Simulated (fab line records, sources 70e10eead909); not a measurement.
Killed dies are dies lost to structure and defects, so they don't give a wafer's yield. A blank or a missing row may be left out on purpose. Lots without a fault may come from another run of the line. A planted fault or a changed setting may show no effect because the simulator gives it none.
Which tool did it? | flow nand_harc | 6 lots, 18 wafers sampled, at 3 steps of a route of 1159

WHAT THE GAUGES READ, wafer by wafer
NHARC_A_M1_INSPECT_27.
lot  | measured     | on                | raw_defect_count
L911 | day 18 00:47 | defect_inspect-01 | 281 487 371
L913 | day 18 09:13 | defect_inspect-02 | 519 333 456
L916 | day 19 01:53 | defect_inspect-02 | 412 400 314
L917 | day 19 14:34 | defect_inspect-02 | 322 315 275
L924 | day 21 00:47 | defect_inspect-01 | 508 640 540
L929 | day 22 09:44 | defect_inspect-01 | 488 447 514

WHICH TOOL RAN EACH LOT (tool, then ch and the chambers of the sampled wafers, then the start)
lot  | NHARC_A_M1_PVD_20                       | NHARC_A_M1_ANNEAL_31
L911 | pvd_sputter-02, day 17 23:56 or earlier | rtp_anneal-01 ch 0, day 17 23:56
L913 | pvd_sputter-01, day 18 08:27 or earlier | rtp_anneal-01 ch 0, day 18 08:27
L916 | pvd_sputter-01, day 19 01:07 or earlier | rtp_anneal-02 ch 0, day 19 01:07
L917 | pvd_sputter-01, day 19 13:43 or earlier | rtp_anneal-01 ch 0, day 19 13:43
L924 | pvd_sputter-03, day 20 23:58 or earlier | rtp_anneal-01 ch 0, day 20 23:58
L929 | pvd_sputter-03, day 22 08:58 or earlier | rtp_anneal-01 ch 0, day 22 08:58
- NHARC_A_M1_PVD_20: deposits TaN, target thk 5 nm, time 8.06 s.
- NHARC_A_M1_ANNEAL_31: time 90 s.

THE ANSWER, worked out from the rows above alone
Rule: what is usual is taken from the lots themselves. Put in order of their means at a reading, lots are off if they are a third of the lots or fewer, leave a main group of 4 or more, and stand apart from it by a gap of 3 or more times the standard deviation of the main group's means; of several such gaps the widest counts. A main group whose means are all the same, to the digits that the tables above print for the reading, isn't used. A lot without any number at a reading at which 4 lots or more have one is off too. The other lots that the step has rows for count as sound.
No lot is off at any reading shown: from this, nothing can be told.

WHAT THE SIMULATOR HAD PUT IN
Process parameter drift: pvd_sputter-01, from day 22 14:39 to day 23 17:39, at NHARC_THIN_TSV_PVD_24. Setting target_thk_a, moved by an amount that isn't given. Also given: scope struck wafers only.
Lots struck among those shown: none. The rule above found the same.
